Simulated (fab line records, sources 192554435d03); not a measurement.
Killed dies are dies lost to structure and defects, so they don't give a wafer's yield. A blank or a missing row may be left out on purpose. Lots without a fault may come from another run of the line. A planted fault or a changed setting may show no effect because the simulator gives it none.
Split-lot experiment | flow n5_finfet | 7 lots, 21 wafers read, on a route of 1938 steps

THE SPLIT
At N5_SD_EPI_P_PEB_07 (peb time 60 s), the setting peb_time_s was moved away from the recipe's 60 s on 5 of the 21 wafers read, by -22.0% to +6.3%. The other wafers ran this setting at the recipe's value.

FROM THE SPLIT TO THE READING: what the file shows between them, 1 step
- N5_SD_EPI_P_DEVELOP_08: develop time 30 s

THE READING
cd_nm, in nm, at N5_SD_EPI_P_CD_MEAS_09 (target cd 240 nm). Fault-free wafers of this fab line usually give 240.0 nm, standard deviation 0.75 nm.

wafer  | tool, chamber at the split | peb_time_s as run, s | against the recipe | cd_nm, nm | against lot-mates on the recipe
L075.1 | litho_track-03, 0          | 60                   | recipe             | 239.9     | -
L075.2 | litho_track-03, 0          | 60                   | recipe             | 241.0     | -
L075.3 | litho_track-03, 0          | 60                   | recipe             | 239.6     | -
L076.1 | litho_track-03, 0          | 60                   | recipe             | 240.6     | -
L076.2 | litho_track-03, 0          | 60                   | recipe             | 240.4     | -
L076.6 | litho_track-03, 0          | 60                   | recipe             | 240.6     | -
L077.4 | litho_track-03, 0          | 63.76                | +6.3%              | 241.1     | +1.4
L077.5 | litho_track-03, 0          | 63.76                | +6.3%              | 241.2     | +1.5
L077.6 | litho_track-03, 0          | 60                   | recipe             | 239.7     | -
L080.1 | litho_track-03, 0          | 60                   | recipe             | 241.0     | -
L080.5 | litho_track-03, 0          | 60                   | recipe             | 241.1     | -
L080.6 | litho_track-03, 0          | 49.8                 | -17.0%             | 233.2     | -7.9
L085.1 | litho_track-01, 0          | 60                   | recipe             | 239.1     | -
L085.2 | litho_track-01, 0          | 60                   | recipe             | 240.8     | -
L085.5 | litho_track-01, 0          | 60                   | recipe             | 239.7     | -
L095.1 | litho_track-01, 0          | 60                   | recipe             | 239.5     | -
L095.3 | litho_track-01, 0          | 60                   | recipe             | 241.3     | -
L095.6 | litho_track-01, 0          | 60                   | recipe             | 240.9     | -
L096.1 | litho_track-05, 0          | 60                   | recipe             | 239.7     | -
L096.4 | litho_track-05, 0          | 46.83                | -22.0%             | 231.3     | -8.4
L096.6 | litho_track-05, 0          | 46.83                | -22.0%             | 229.6     | -10.1

THE FIT
A straight line over all 21 wafers: cd_nm changes by +0.415 nm for each +1% of peb_time_s; r = +0.97; the points scatter about the line by 0.88 nm.
The same after taking each lot's own level away (the mean of its wafers on the recipe; 21 wafers): +0.413 nm for each +1%; r = +0.98; scatter 0.67 nm.
On that fit, the largest move of peb_time_s shifts the reading by 9.1 nm.
The lots' own levels span 239.70 to 241.05 nm, that is 1.8 times the standard deviation above.
So the lot-to-lot level changes the slope little: the two slopes agree.
Check: with one of the wafers moved furthest among these (-22.0%) left out of the fit, the line predicts -9.7 nm for it against its lot-mates. It came out at -8.4 nm against them.

THE WHOLE CHAIN: every reading that the file lists as answering this split, in the file's order
step                   | what it does                                     | reading                                                         | change (the file's fit)               | r (the file's)
N5_SD_EPI_P_CD_MEAS_09 | target cd 240 nm                                 | cd_nm                                                           | +0.426 nm for each +1% of the setting | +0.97
N5_SD_EPI_P_DESCUM_14  | chemistry O2, time 7.9 s                         | SD_EPI_P.cd_nm (the simulator's own value, which no gauge read) | +0.451 nm for each +1% of the setting | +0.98
N5_SD_EPI_P_ETCH_37    | etches SOC in N2/H2, overetch 108 nm, time 486 s | SD_EPI_P.cd_nm (the simulator's own value, which no gauge read) | +0.499 nm for each +1% of the setting | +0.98

THE FILE'S OWN FIT
cd_nm changes by +0.426 nm for each +1% of peb_time_s, r = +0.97.
